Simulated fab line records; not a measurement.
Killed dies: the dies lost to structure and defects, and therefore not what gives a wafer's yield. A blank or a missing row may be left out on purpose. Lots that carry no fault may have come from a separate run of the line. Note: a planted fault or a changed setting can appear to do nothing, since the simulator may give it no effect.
Split-lot experiment / flow n5 finfet / 21 wafers read from 7 lots, route of 1938 steps

## THE SPLIT ITSELF
At N5_BEOL_M3_COAT_05 (resist thk 30 nm), the setting spin rpm was moved away from the recipe's 1500 rpm on 11 of the 21 wafers read, by -10.4% to +7.8%. The other wafers ran this setting at the recipe's value.

## FROM THE SPLIT TO THE READING: what the file shows between them, 2 steps
- N5_BEOL_M3_EBR_07
- N5_BEOL_M3_SOFTBAKE_06: time 60 s

## THE READING
CAR-EUV_of_BEOL_M3_COAT_05.thk nm (the simulator's own value, which no gauge read), in nm, at N5_BEOL_M3_DESCUM_16 (chemistry O2, time 7 s). No usual value for it is given in the file. Average 26.1 nm, standard deviation 0.13 nm, over the 10 wafers here run with the recipe.

wafer=L076.1; tool, chamber at the split=litho track-01, 0; spin rpm as run, rpm=1589; against the recipe=+5.9%; CAR-EUV_of_BEOL_M3_COAT_05.thk nm, nm=25.2; against lot-mates on the recipe=-1.0
wafer=L076.5; tool, chamber at the split=litho track-01, 0; spin rpm as run, rpm=1500; against the recipe=recipe; CAR-EUV_of_BEOL_M3_COAT_05.thk nm, nm=26.2; against lot-mates on the recipe=-
wafer=L076.6; tool, chamber at the split=litho track-01, 0; spin rpm as run, rpm=1589; against the recipe=+5.9%; CAR-EUV_of_BEOL_M3_COAT_05.thk nm, nm=25.4; against lot-mates on the recipe=-0.8
wafer=L077.2; tool, chamber at the split=litho track-05, 0; spin rpm as run, rpm=1344; against the recipe=-10.4%; CAR-EUV_of_BEOL_M3_COAT_05.thk nm, nm=27.8; against lot-mates on the recipe=+1.6
wafer=L077.4; tool, chamber at the split=litho track-05, 0; spin rpm as run, rpm=1344; against the recipe=-10.4%; CAR-EUV_of_BEOL_M3_COAT_05.thk nm, nm=27.8; against lot-mates on the recipe=+1.6
wafer=L077.6; tool, chamber at the split=litho track-05, 0; spin rpm as run, rpm=1500; against the recipe=recipe; CAR-EUV_of_BEOL_M3_COAT_05.thk nm, nm=26.2; against lot-mates on the recipe=-
wafer=L079.2; tool, chamber at the split=litho track-05, 0; spin rpm as run, rpm=1617; against the recipe=+7.8%; CAR-EUV_of_BEOL_M3_COAT_05.thk nm, nm=25.2; against lot-mates on the recipe=no lot-mate on the recipe
wafer=L079.3; tool, chamber at the split=litho track-05, 0; spin rpm as run, rpm=1617; against the recipe=+7.8%; CAR-EUV_of_BEOL_M3_COAT_05.thk nm, nm=25; against lot-mates on the recipe=no lot-mate on the recipe
wafer=L079.4; tool, chamber at the split=litho track-05, 0; spin rpm as run, rpm=1617; against the recipe=+7.8%; CAR-EUV_of_BEOL_M3_COAT_05.thk nm, nm=25; against lot-mates on the recipe=no lot-mate on the recipe
wafer=L085.2; tool, chamber at the split=litho track-01, 0; spin rpm as run, rpm=1448; against the recipe=-3.5%; CAR-EUV_of_BEOL_M3_COAT_05.thk nm, nm=26.4; against lot-mates on the recipe=+0.6
wafer=L085.4; tool, chamber at the split=litho track-01, 0; spin rpm as run, rpm=1448; against the recipe=-3.5%; CAR-EUV_of_BEOL_M3_COAT_05.thk nm, nm=26.4; against lot-mates on the recipe=+0.6
wafer=L085.3; tool, chamber at the split=litho track-01, 0; spin rpm as run, rpm=1500; against the recipe=recipe; CAR-EUV_of_BEOL_M3_COAT_05.thk nm, nm=25.8; against lot-mates on the recipe=-
wafer=L086.2; tool, chamber at the split=litho track-01, 0; spin rpm as run, rpm=1500; against the recipe=recipe; CAR-EUV_of_BEOL_M3_COAT_05.thk nm, nm=26.2; against lot-mates on the recipe=-
wafer=L086.4; tool, chamber at the split=litho track-01, 0; spin rpm as run, rpm=1500; against the recipe=recipe; CAR-EUV_of_BEOL_M3_COAT_05.thk nm, nm=26.2; against lot-mates on the recipe=-
wafer=L086.6; tool, chamber at the split=litho track-01, 0; spin rpm as run, rpm=1500; against the recipe=recipe; CAR-EUV_of_BEOL_M3_COAT_05.thk nm, nm=26.2; against lot-mates on the recipe=-
wafer=L088.2; tool, chamber at the split=litho track-05, 0; spin rpm as run, rpm=1500; against the recipe=recipe; CAR-EUV_of_BEOL_M3_COAT_05.thk nm, nm=26; against lot-mates on the recipe=-
wafer=L088.5; tool, chamber at the split=litho track-05, 0; spin rpm as run, rpm=1364; against the recipe=-9.1%; CAR-EUV_of_BEOL_M3_COAT_05.thk nm, nm=27.4; against lot-mates on the recipe=+1.3
wafer=L088.6; tool, chamber at the split=litho track-05, 0; spin rpm as run, rpm=1500; against the recipe=recipe; CAR-EUV_of_BEOL_M3_COAT_05.thk nm, nm=26.2; against lot-mates on the recipe=-
wafer=L096.1; tool, chamber at the split=litho track-05, 0; spin rpm as run, rpm=1500; against the recipe=recipe; CAR-EUV_of_BEOL_M3_COAT_05.thk nm, nm=26.2; against lot-mates on the recipe=-
wafer=L096.4; tool, chamber at the split=litho track-05, 0; spin rpm as run, rpm=1500; against the recipe=recipe; CAR-EUV_of_BEOL_M3_COAT_05.thk nm, nm=26.2; against lot-mates on the recipe=-
wafer=L096.2; tool, chamber at the split=litho track-05, 0; spin rpm as run, rpm=1609; against the recipe=+7.3%; CAR-EUV_of_BEOL_M3_COAT_05.thk nm, nm=25; against lot-mates on the recipe=-1.2

FIT RESULTS
A straight line over all 21 wafers: CAR-EUV_of_BEOL_M3_COAT_05.thk nm changes by -0.145 nm for each +1% of spin rpm; r = -0.99; the points scatter about the line by 0.14 nm.
The same after taking each lot's own level away (the mean of its wafers on the recipe; 18 wafers): -0.154 nm for each +1%; r = -1.00; scatter 0.064 nm.
The reading moves by 1.6 nm for the largest change in spin rpm, on that fit.
From 25.80 to 26.20 nm: that is the span of the lots' own levels, equal to 3.1 times the standard deviation above.
The two slopes are in agreement: the lot-to-lot level therefore moves the slope only a little.
Check: +1.6 nm against its lot-mates is what the line predicts for one of the wafers moved furthest among these (-10.4%) when that wafer is left out of the fit. It came out at +1.6 nm against them.

## THE OTHER SPLITS THESE WAFERS WENT THROUGH
Other splits were also applied to these wafers ahead of the reading. Each is held against what the fit with the lots' levels taken away leaves over:
other split on the same wafers=N5_BEOL_M0_SAQP_COAT_08 spin rpm; wafers away from the commonest value=7; r with CAR-EUV_of_BEOL_M3_COAT_05.thk nm (lot level and that fit taken away)=-0.03
other split on the same wafers=N5_BEOL_M0_CUTY_EXPOSE_54 dose mj; wafers away from the commonest value=7; r with CAR-EUV_of_BEOL_M3_COAT_05.thk nm (lot level and that fit taken away)=+0.15
other split on the same wafers=N5_BEOL_M0_ETCH_138 source w; wafers away from the commonest value=3; r with CAR-EUV_of_BEOL_M3_COAT_05.thk nm (lot level and that fit taken away)=-0.20
other split on the same wafers=N5_BEOL_M1_ETCH_64 source w; wafers away from the commonest value=6; r with CAR-EUV_of_BEOL_M3_COAT_05.thk nm (lot level and that fit taken away)=-0.01
other split on the same wafers=N5_BEOL_M1_ALD_98 ald cycles; wafers away from the commonest value=5; r with CAR-EUV_of_BEOL_M3_COAT_05.thk nm (lot level and that fit taken away)=-0.10
other split on the same wafers=N5_BEOL_M1_TRENCH_ETCH_37 time s; wafers away from the commonest value=9; r with CAR-EUV_of_BEOL_M3_COAT_05.thk nm (lot level and that fit taken away)=-0.43
other split on the same wafers=N5_BEOL_M2_DESCUM_33 time s; wafers away from the commonest value=8; r with CAR-EUV_of_BEOL_M3_COAT_05.thk nm (lot level and that fit taken away)=-0.09
other split on the same wafers=N5_BEOL_M2_ETCH_69 bias w; wafers away from the commonest value=5; r with CAR-EUV_of_BEOL_M3_COAT_05.thk nm (lot level and that fit taken away)=-0.23

## THE WHOLE CHAIN: every reading that the file lists as answering this split, in the file's order
step=N5_BEOL_M3_COAT_05; what it does=resist thk 30 nm; reading=CAR-EUV_of_BEOL_M3_COAT_05.thk nm (the simulator's own value, which no gauge read); change (the file's fit)=-0.162 nm for each +1% of the setting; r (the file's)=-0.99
step=N5_BEOL_M3_DESCUM_16; what it does=chemistry O2, time 7 s; reading=CAR-EUV_of_BEOL_M3_COAT_05.thk nm (the simulator's own value, which no gauge read); change (the file's fit)=-0.153 nm for each +1% of the setting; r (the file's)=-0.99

## FILE'S OWN FIT
CAR-EUV_of_BEOL_M3_COAT_05.thk nm changes by -0.153 nm for each +1% of spin rpm, r = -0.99.
